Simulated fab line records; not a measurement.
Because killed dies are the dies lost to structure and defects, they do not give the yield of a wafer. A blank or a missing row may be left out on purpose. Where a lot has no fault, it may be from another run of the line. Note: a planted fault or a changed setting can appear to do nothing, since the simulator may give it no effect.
Which of the tools did it? || flow n5Finfet || Sampling: 9 lots, 27 wafers, 5 of 1938 route steps

== WHAT EACH GAUGE READ, for each wafer ==
N5_WELL_APT_OVL_MEAS_09. Usual: for NWELL_OVL the level is -1 nm and the standard deviation is 5.
{"lot": "L375", "measured": "day 1 20:17", "on": "overlay-02", "NWELL_OVL (nm)": "4 -3 -4", "flag": ""}
{"lot": "L380", "measured": "day 3 02:07", "on": "overlay-02", "NWELL_OVL (nm)": "3 -3 -5", "flag": ""}
{"lot": "L384", "measured": "day 4 01:43", "on": "overlay-02", "NWELL_OVL (nm)": "-6 1 -1", "flag": ""}
{"lot": "L385", "measured": "day 4 07:44", "on": "overlay-02", "NWELL_OVL (nm)": "-3 -11 3", "flag": ""}
{"lot": "L386", "measured": "day 4 13:43", "on": "overlay-02", "NWELL_OVL (nm)": "2 10 1", "flag": ""}
{"lot": "L390", "measured": "day 5 13:43", "on": "overlay-02", "NWELL_OVL (nm)": "1 6 0", "flag": ""}
{"lot": "L395", "measured": "day 6 19:44", "on": "overlay-01", "NWELL_OVL (nm)": "2 4 7", "flag": ""}
{"lot": "L396", "measured": "day 7 01:35", "on": "overlay-02", "NWELL_OVL (nm)": "6 5 -4", "flag": ""}
{"lot": "L397", "measured": "day 7 07:43", "on": "overlay-01", "NWELL_OVL (nm)": "5 -1 -7", "flag": ""}

N5_BEOL_M4_RC_MEAS_101. Usual: CJ_N 4.37, standard deviation 0.08; CJ_P 5.87, standard deviation 0.16; DIBL_N 36.1 mV/V, standard deviation 1.7; DIBL_P 35.9 mV/V, standard deviation 2.1; IOFF_N 0.154 nA/um, standard deviation 0.029; IOFF_N_LONG 5.44e-05 nA/um, standard deviation 2e-06; IOFF_P 0.21 nA/um, standard deviation 0.035; IOFF_P_LONG 0.000109 nA/um, standard deviation 8.5e-06; ION_N 673 uA/um, standard deviation 10; ION_P 463 uA/um, standard deviation 7.5; RS_NWELL 1037 ohm/sq, standard deviation 6.2; RS_PWELL 3007 ohm/sq, standard deviation 21; SS_N 71.6 mV/dec, standard deviation 0.59; SS_P 73.2 mV/dec, standard deviation 0.69; VT_N 250.5 mV, standard deviation 2.9; VT_N_LONG 275.7 mV, standard deviation 1.9; VT_N_LVT 100 mV, standard deviation 3.1; VT_P -250 mV, standard deviation 3.2.
{"lot": "L375", "measured": "day 8 05:05", "on": "prober-01", "CJ_N": "4.33 4.36 4.35", "CJ_P": "5.80 6.06 5.95", "DIBL_N (mV/V)": "39.6 37.8 38.2", "DIBL_P (mV/V)": "38.2 35.8 36.4", "IOFF_N (nA/um)": "0.231 0.185 0.194", "IOFF_N_LONG (nA/um)": "5.25e-05 5.3e-05 5.33e-05", "IOFF_P (nA/um)": "0.30 0.25 0.26", "IOFF_P_LONG (nA/um)": "0.000107 0.000113 0.00011", "ION_N (uA/um)": "687 672 683", "ION_P (uA/um)": "465 468 464", "RS_NWELL (ohm/sq)": "1041 1037 1042", "RS_PWELL (ohm/sq)": "2993 3018 3008", "SS_N (mV/dec)": "71.7 72.2 72.5", "SS_P (mV/dec)": "74.2 74.4 73.7", "VT_N (mV)": "244.0 250.5 248.7", "VT_N_LONG (mV)": "275.8 276.8 274.7", "VT_N_LVT (mV)": "96 97 98", "VT_P (mV)": "-247 -246 -247", "flag": ""}
{"lot": "L380", "measured": "day 9 15:22", "on": "prober-01", "CJ_N": "4.46 4.40 4.43", "CJ_P": "5.77 5.84 5.81", "DIBL_N (mV/V)": "36.4 33.6 34.9", "DIBL_P (mV/V)": "37.0 34.0 35.1", "IOFF_N (nA/um)": "0.176 0.135 0.156", "IOFF_N_LONG (nA/um)": "5.7e-05 5.7e-05 5.74e-05", "IOFF_P (nA/um)": "0.25 0.20 0.22", "IOFF_P_LONG (nA/um)": "0.000113 0.000119 0.000117", "ION_N (uA/um)": "679 673 679", "ION_P (uA/um)": "468 466 468", "RS_NWELL (ohm/sq)": "1028 1028 1040", "RS_PWELL (ohm/sq)": "3010 3033 3047", "SS_N (mV/dec)": "71.1 70.8 71.6", "SS_P (mV/dec)": "73.8 72.3 73.7", "VT_N (mV)": "247.4 251.4 251.6", "VT_N_LONG (mV)": "276.5 274.7 273.8", "VT_N_LVT (mV)": "98 101 98", "VT_P (mV)": "-247 -248 -248", "flag": ""}
{"lot": "L384", "measured": "day 11 12:47", "on": "prober-02", "CJ_N": "4.32 4.39 4.41", "CJ_P": "5.52 5.73 5.78", "DIBL_N (mV/V)": "35.3 35.3 32.9", "DIBL_P (mV/V)": "35.5 35.3 32.6", "IOFF_N (nA/um)": "0.162 0.161 0.119", "IOFF_N_LONG (nA/um)": "5.47e-05 5.5e-05 5.5e-05", "IOFF_P (nA/um)": "0.23 0.23 0.19", "IOFF_P_LONG (nA/um)": "0.000108 0.000113 0.000113", "ION_N (uA/um)": "678 677 666", "ION_P (uA/um)": "464 464 459", "RS_NWELL (ohm/sq)": "1039 1035 1036", "RS_PWELL (ohm/sq)": "3035 3041 3032", "SS_N (mV/dec)": "71.4 70.8 70.7", "SS_P (mV/dec)": "74.0 73.5 71.7", "VT_N (mV)": "251.4 250.4 253.0", "VT_N_LONG (mV)": "276.2 279.2 274.5", "VT_N_LVT (mV)": "99 98 102", "VT_P (mV)": "-245 -248 -247", "flag": ""}
{"lot": "L385", "measured": "day 11 15:58", "on": "prober-02", "CJ_N": "3.23 3.26 3.23", "CJ_P": "4.74 4.76 4.67", "DIBL_N (mV/V)": "35.3 34.7 36.5", "DIBL_P (mV/V)": "33.4 33.2 33.9", "IOFF_N (nA/um)": "0.122 0.096 0.118", "IOFF_N_LONG (nA/um)": "7.46e-05 7.45e-05 7.38e-05", "IOFF_P (nA/um)": "0.18 0.16 0.17", "IOFF_P_LONG (nA/um)": "0.000137 0.000136 0.000133", "ION_N (uA/um)": "607 599 604", "ION_P (uA/um)": "446 443 443", "RS_NWELL (ohm/sq)": "1005 1010 1004", "RS_PWELL (ohm/sq)": "2554 2523 2531", "SS_N (mV/dec)": "72.5 72.1 72.2", "SS_P (mV/dec)": "73.1 72.7 73.3", "VT_N (mV)": "261.7 263.3 263.7", "VT_N_LONG (mV)": "296.3 299.1 299.3", "VT_N_LVT (mV)": "109 113 112", "VT_P (mV)": "-255 -255 -254", "flag": "OFF"}
{"lot": "L386", "measured": "day 11 12:33", "on": "prober-01", "CJ_N": "3.18 3.20 3.20", "CJ_P": "4.72 4.81 4.74", "DIBL_N (mV/V)": "37.1 41.2 37.8", "DIBL_P (mV/V)": "33.6 36.0 32.0", "IOFF_N (nA/um)": "0.111 0.209 0.144", "IOFF_N_LONG (nA/um)": "7.36e-05 7.37e-05 7.31e-05", "IOFF_P (nA/um)": "0.15 0.20 0.14", "IOFF_P_LONG (nA/um)": "0.000136 0.000139 0.000136", "ION_N (uA/um)": "607 622 592", "ION_P (uA/um)": "442 442 429", "RS_NWELL (ohm/sq)": "995 983 999", "RS_PWELL (ohm/sq)": "2539 2533 2525", "SS_N (mV/dec)": "72.6 75.3 74.3", "SS_P (mV/dec)": "73.4 73.2 72.0", "VT_N (mV)": "264.3 256.7 262.9", "VT_N_LONG (mV)": "299.8 297.2 295.7", "VT_N_LVT (mV)": "113 107 116", "VT_P (mV)": "-258 -252 -254", "flag": "OFF"}
{"lot": "L390", "measured": "day 12 08:46", "on": "prober-02", "CJ_N": "4.27 4.30 4.42", "CJ_P": "6.03 6.04 5.88", "DIBL_N (mV/V)": "37.2 34.7 36.0", "DIBL_P (mV/V)": "37.7 34.4 36.1", "IOFF_N (nA/um)": "0.166 0.118 0.152", "IOFF_N_LONG (nA/um)": "5.45e-05 5.46e-05 5.58e-05", "IOFF_P (nA/um)": "0.28 0.22 0.25", "IOFF_P_LONG (nA/um)": "0.000133 0.00013 0.000127", "ION_N (uA/um)": "678 651 671", "ION_P (uA/um)": "480 462 471", "RS_NWELL (ohm/sq)": "1032 1036 1035", "RS_PWELL (ohm/sq)": "3008 3005 3025", "SS_N (mV/dec)": "72.0 71.1 70.3", "SS_P (mV/dec)": "73.7 72.4 73.1", "VT_N (mV)": "248.9 253.9 248.7", "VT_N_LONG (mV)": "278.2 273.9 274.3", "VT_N_LVT (mV)": "99 103 99", "VT_P (mV)": "-243 -247 -244", "flag": ""}
{"lot": "L395", "measured": "day 13 18:20", "on": "prober-02", "CJ_N": "4.40 4.42 4.37", "CJ_P": "5.69 5.85 5.86", "DIBL_N (mV/V)": "36.1 36.5 35.0", "DIBL_P (mV/V)": "34.5 35.5 33.4", "IOFF_N (nA/um)": "0.143 0.158 0.135", "IOFF_N_LONG (nA/um)": "5.77e-05 5.93e-05 5.87e-05", "IOFF_P (nA/um)": "0.21 0.22 0.19", "IOFF_P_LONG (nA/um)": "0.000114 0.000119 0.00012", "ION_N (uA/um)": "668 676 677", "ION_P (uA/um)": "466 468 474", "RS_NWELL (ohm/sq)": "1034 1037 1045", "RS_PWELL (ohm/sq)": "3012 3016 3037", "SS_N (mV/dec)": "70.9 71.9 71.2", "SS_P (mV/dec)": "72.8 72.2 72.3", "VT_N (mV)": "252.3 247.6 251.1", "VT_N_LONG (mV)": "275.4 275.5 272.0", "VT_N_LVT (mV)": "98 98 100", "VT_P (mV)": "-247 -249 -250", "flag": ""}
{"lot": "L396", "measured": "day 14 09:39", "on": "prober-01", "CJ_N": "4.30 4.35 4.38", "CJ_P": "6.16 6.03 6.08", "DIBL_N (mV/V)": "36.1 35.4 36.3", "DIBL_P (mV/V)": "37.7 35.9 37.1", "IOFF_N (nA/um)": "0.164 0.149 0.156", "IOFF_N_LONG (nA/um)": "5.23e-05 5.26e-05 5.3e-05", "IOFF_P (nA/um)": "0.21 0.18 0.19", "IOFF_P_LONG (nA/um)": "0.000105 0.000101 0.000103", "ION_N (uA/um)": "686 672 677", "ION_P (uA/um)": "467 458 461", "RS_NWELL (ohm/sq)": "1034 1028 1040", "RS_PWELL (ohm/sq)": "3020 3003 3017", "SS_N (mV/dec)": "72.1 71.8 71.9", "SS_P (mV/dec)": "73.4 72.7 72.5", "VT_N (mV)": "250.2 250.4 249.8", "VT_N_LONG (mV)": "277.2 275.9 276.7", "VT_N_LVT (mV)": "100 102 102", "VT_P (mV)": "-251 -250 -250", "flag": ""}
{"lot": "L397", "measured": "day 14 10:16", "on": "prober-02", "CJ_N": "4.47 4.28 4.21", "CJ_P": "5.82 5.95 6.00", "DIBL_N (mV/V)": "36.6 36.2 38.7", "DIBL_P (mV/V)": "33.7 33.5 37.3", "IOFF_N (nA/um)": "0.141 0.131 0.171", "IOFF_N_LONG (nA/um)": "5.59e-05 5.33e-05 5.38e-05", "IOFF_P (nA/um)": "0.17 0.17 0.21", "IOFF_P_LONG (nA/um)": "0.0001 0.000103 0.000102", "ION_N (uA/um)": "670 669 675", "ION_P (uA/um)": "458 457 456", "RS_NWELL (ohm/sq)": "1038 1032 1040", "RS_PWELL (ohm/sq)": "3002 2978 3016", "SS_N (mV/dec)": "71.2 70.7 71.6", "SS_P (mV/dec)": "73.6 72.3 73.7", "VT_N (mV)": "252.5 253.5 247.2", "VT_N_LONG (mV)": "275.5 276.9 274.8", "VT_N_LVT (mV)": "101 103 99", "VT_P (mV)": "-254 -254 -250", "flag": ""}

== WHAT TOOL EACH LOT RAN ON (gives the tool, then ch and the chambers of the sampled wafers, and finally the start) ==
{"lot": "L375", "N5_ZERO_LAYER_DESCUM_16": "rieDiel-03 ch 1,2, day 1 18:53", "N5_WELL_APT_RTA_34": "rtpAnneal-02 ch 0, day 1 22:55", "N5_PMOS_HMC_CHANNEL_EPI_HM_DEP_34": "pecvd-02 ch 0,1, day 1 23:49"}
{"lot": "L380", "N5_ZERO_LAYER_DESCUM_16": "rieDiel-02 ch 0,1,2, day 3 00:55", "N5_WELL_APT_RTA_34": "rtpAnneal-02 ch 0, day 3 04:15", "N5_PMOS_HMC_CHANNEL_EPI_HM_DEP_34": "pecvd-02 ch 1,2, day 3 05:20"}
{"lot": "L384", "N5_ZERO_LAYER_DESCUM_16": "rieDiel-02 ch 0,2,3, day 4 00:41", "N5_WELL_APT_RTA_34": "rtpAnneal-02 ch 0, day 4 03:45", "N5_PMOS_HMC_CHANNEL_EPI_HM_DEP_34": "pecvd-02 ch 0,1,2, day 4 04:37"}
{"lot": "L385", "N5_ZERO_LAYER_DESCUM_16": "rieDiel-03 ch 0,1,3, day 4 06:41", "N5_WELL_APT_RTA_34": "rtpAnneal-01, day 4 10:15", "N5_PMOS_HMC_CHANNEL_EPI_HM_DEP_34": "pecvd-04 ch 0,2, day 4 11:08"}
{"lot": "L386", "N5_ZERO_LAYER_DESCUM_16": "rieDiel-02 ch 2,3, day 4 12:48", "N5_WELL_APT_RTA_34": "rtpAnneal-02, day 4 15:47", "N5_PMOS_HMC_CHANNEL_EPI_HM_DEP_34": "pecvd-02 ch 0,1, day 4 16:41"}
{"lot": "L390", "N5_ZERO_LAYER_DESCUM_16": "rieDiel-06 ch 1,2,3, day 5 12:48", "N5_WELL_APT_RTA_34": "rtpAnneal-02 ch 0, day 5 15:50", "N5_PMOS_HMC_CHANNEL_EPI_HM_DEP_34": "pecvd-02 ch 0,1,2, day 5 16:43"}
{"lot": "L395", "N5_ZERO_LAYER_DESCUM_16": "rieDiel-02 ch 0,2,3, day 6 18:42", "N5_WELL_APT_RTA_34": "rtpAnneal-01 ch 0, day 6 22:42", "N5_PMOS_HMC_CHANNEL_EPI_HM_DEP_34": "pecvd-04 ch 0,2, day 6 23:46"}
{"lot": "L396", "N5_ZERO_LAYER_DESCUM_16": "rieDiel-06 ch 0,3, day 7 00:41", "N5_WELL_APT_RTA_34": "rtpAnneal-02 ch 0, day 7 04:04", "N5_PMOS_HMC_CHANNEL_EPI_HM_DEP_34": "pecvd-03 ch 0,1,2, day 7 04:59"}
{"lot": "L397", "N5_ZERO_LAYER_DESCUM_16": "rieDiel-02 ch 0,2,3, day 7 06:49", "N5_WELL_APT_RTA_34": "rtpAnneal-01 ch 0, day 7 09:47", "N5_PMOS_HMC_CHANNEL_EPI_HM_DEP_34": "pecvd-02 ch 0,1,2, day 7 11:01"}
- N5_ZERO_LAYER_DESCUM_16: chemistry O2, time 7.9 s.
- N5_WELL_APT_RTA_34: time 10 s.
- N5_PMOS_HMC_CHANNEL_EPI_HM_DEP_34: deposits SiO2 from TEOS/O2, target thk 36 nm, time 6.9 s.

== WHAT THE TOOLS THEMSELVES READ (means of the sampled wafers that have a number; where no wafer has one, the mark that the record gives instead) ==
N5_ZERO_LAYER_DESCUM_16. Usual: drypumpMotorCurrentA 5.7 A, standard deviation 0.36; oesProductAu 0.78 a.u., standard deviation 0.064; rfVppV 243.7 V, standard deviation 1.2; showerheadPlenumPTorr 2.14 Torr, standard deviation 0.064; tempC 39.99 C, standard deviation 0.11; throttleValvePct 20.48 %, standard deviation 0.21.
{"lot": "L375", "tool": "rieDiel-03", "drypumpMotorCurrentA (A)": 5.7, "oesProductAu (a.u.)": 0.74, "rfVppV (V)": 243.2, "showerheadPlenumPTorr (Torr)": 2.08, "tempC (C)": 40.03, "throttleValvePct (%)": 20.52, "flag": ""}
{"lot": "L380", "tool": "rieDiel-02", "drypumpMotorCurrentA (A)": 5.9, "oesProductAu (a.u.)": 0.78, "rfVppV (V)": 243.2, "showerheadPlenumPTorr (Torr)": 2.10, "tempC (C)": 40.02, "throttleValvePct (%)": 20.33, "flag": ""}
{"lot": "L384", "tool": "rieDiel-02", "drypumpMotorCurrentA (A)": 5.8, "oesProductAu (a.u.)": 0.75, "rfVppV (V)": 243.8, "showerheadPlenumPTorr (Torr)": 2.12, "tempC (C)": 39.99, "throttleValvePct (%)": 20.52, "flag": ""}
{"lot": "L385", "tool": "rieDiel-03", "drypumpMotorCurrentA (A)": 5.5, "oesProductAu (a.u.)": 0.78, "rfVppV (V)": 243.3, "showerheadPlenumPTorr (Torr)": 2.11, "tempC (C)": 39.99, "throttleValvePct (%)": 20.37, "flag": ""}
{"lot": "L386", "tool": "rieDiel-02", "drypumpMotorCurrentA (A)": 5.3, "oesProductAu (a.u.)": 0.76, "rfVppV (V)": 245.6, "showerheadPlenumPTorr (Torr)": 2.19, "tempC (C)": 39.99, "throttleValvePct (%)": 20.59, "flag": ""}
{"lot": "L390", "tool": "rieDiel-06", "drypumpMotorCurrentA (A)": 5.9, "oesProductAu (a.u.)": 0.75, "rfVppV (V)": 244.3, "showerheadPlenumPTorr (Torr)": 2.18, "tempC (C)": 40.00, "throttleValvePct (%)": 20.65, "flag": ""}
{"lot": "L395", "tool": "rieDiel-02", "drypumpMotorCurrentA (A)": 5.8, "oesProductAu (a.u.)": 0.74, "rfVppV (V)": 243.5, "showerheadPlenumPTorr (Torr)": 2.11, "tempC (C)": 40.00, "throttleValvePct (%)": 20.54, "flag": ""}
{"lot": "L396", "tool": "rieDiel-06", "drypumpMotorCurrentA (A)": 5.4, "oesProductAu (a.u.)": 0.83, "rfVppV (V)": 242.7, "showerheadPlenumPTorr (Torr)": 2.15, "tempC (C)": 39.97, "throttleValvePct (%)": 20.43, "flag": ""}
{"lot": "L397", "tool": "rieDiel-02", "drypumpMotorCurrentA (A)": 5.8, "oesProductAu (a.u.)": 0.73, "rfVppV (V)": 243.7, "showerheadPlenumPTorr (Torr)": 2.11, "tempC (C)": 40.01, "throttleValvePct (%)": 20.54, "flag": ""}

N5_WELL_APT_RTA_34. Usual: annealTempCMax 1004.1, standard deviation 0.87; lampPowerPct 12.99 %, standard deviation 0.051; wafer_temp_C_max 1003.6, standard deviation 1.
{"lot": "L375", "tool": "rtpAnneal-02", "annealTempCMax": 1004.6, "lampPowerPct (%)": 13.00, "wafer_temp_C_max": 1002.7, "flag": ""}
{"lot": "L380", "tool": "rtpAnneal-02", "annealTempCMax": 1004.0, "lampPowerPct (%)": 12.99, "wafer_temp_C_max": 1003.2, "flag": ""}
{"lot": "L384", "tool": "rtpAnneal-02", "annealTempCMax": 1004.4, "lampPowerPct (%)": 13.01, "wafer_temp_C_max": 1003.3, "flag": ""}
{"lot": "L385", "tool": "rtpAnneal-01", "annealTempCMax": "-", "lampPowerPct (%)": "-", "wafer_temp_C_max": "-", "flag": "OFF"}
{"lot": "L386", "tool": "rtpAnneal-02", "annealTempCMax": "-", "lampPowerPct (%)": "-", "wafer_temp_C_max": "-", "flag": "OFF"}
{"lot": "L390", "tool": "rtpAnneal-02", "annealTempCMax": 1004.6, "lampPowerPct (%)": 12.99, "wafer_temp_C_max": 1002.6, "flag": ""}
{"lot": "L395", "tool": "rtpAnneal-01", "annealTempCMax": 1002.7, "lampPowerPct (%)": 12.96, "wafer_temp_C_max": 1003.9, "flag": ""}
{"lot": "L396", "tool": "rtpAnneal-02", "annealTempCMax": 1004.7, "lampPowerPct (%)": 12.99, "wafer_temp_C_max": 1003.5, "flag": ""}
{"lot": "L397", "tool": "rtpAnneal-01", "annealTempCMax": 1003.2, "lampPowerPct (%)": 13.00, "wafer_temp_C_max": 1003.1, "flag": ""}

N5_PMOS_HMC_CHANNEL_EPI_HM_DEP_34. Usual: heaterPowerW 592 W, standard deviation 78; showerheadPlenumPTorr 8.35 Torr, standard deviation 0.033; throttleValvePct 18.2 %, standard deviation 1.3.
{"lot": "L375", "tool": "pecvd-02", "heaterPowerW (W)": 563, "showerheadPlenumPTorr (Torr)": 8.33, "throttleValvePct (%)": 18.0, "flag": ""}
{"lot": "L380", "tool": "pecvd-02", "heaterPowerW (W)": 531, "showerheadPlenumPTorr (Torr)": 8.29, "throttleValvePct (%)": 17.5, "flag": ""}
{"lot": "L384", "tool": "pecvd-02", "heaterPowerW (W)": 561, "showerheadPlenumPTorr (Torr)": 8.31, "throttleValvePct (%)": 17.8, "flag": ""}
{"lot": "L385", "tool": "pecvd-04", "heaterPowerW (W)": 602, "showerheadPlenumPTorr (Torr)": 8.36, "throttleValvePct (%)": 19.1, "flag": ""}
{"lot": "L386", "tool": "pecvd-02", "heaterPowerW (W)": 583, "showerheadPlenumPTorr (Torr)": 8.34, "throttleValvePct (%)": 17.9, "flag": ""}
{"lot": "L390", "tool": "pecvd-02", "heaterPowerW (W)": 557, "showerheadPlenumPTorr (Torr)": 8.32, "throttleValvePct (%)": 17.9, "flag": ""}
{"lot": "L395", "tool": "pecvd-04", "heaterPowerW (W)": 656, "showerheadPlenumPTorr (Torr)": 8.37, "throttleValvePct (%)": 19.1, "flag": ""}
{"lot": "L396", "tool": "pecvd-03", "heaterPowerW (W)": 584, "showerheadPlenumPTorr (Torr)": 8.35, "throttleValvePct (%)": 18.4, "flag": ""}
{"lot": "L397", "tool": "pecvd-02", "heaterPowerW (W)": 550, "showerheadPlenumPTorr (Torr)": 8.33, "throttleValvePct (%)": 18.0, "flag": ""}

== THE ANSWER, worked out from the rows above alone ==
Rule: a lot counts as off when the mean over its wafers that have a number is more than 3 standard deviations away from the usual mean. A lot without any number at a reading at which 4 lots or more have one is off too. All remaining lots with rows at the step are treated as sound. First the gauges in route order, then the tools' own readings, where a lot's mean is used as printed above. The first step at which some lot is off is used, and at that step the reading that is off furthest; a lot without a number counts as furthest.
Off: at N5_BEOL_M4_RC_MEAS_101 (RS_PWELL), L385, L386.
If a tool, at a process step before that reading, ran all the lots that are off and no sound lot after the first of them, it fits. Not tried: the gauges at N5_BEOL_M4_RC_MEAS_101; whatever is off there is also off at N5_WELL_APT_RTA_34, on other tools, and gauge error can't account for it. No candidate that was tried fits.

== WHAT THE SIMULATOR PUT IN ==
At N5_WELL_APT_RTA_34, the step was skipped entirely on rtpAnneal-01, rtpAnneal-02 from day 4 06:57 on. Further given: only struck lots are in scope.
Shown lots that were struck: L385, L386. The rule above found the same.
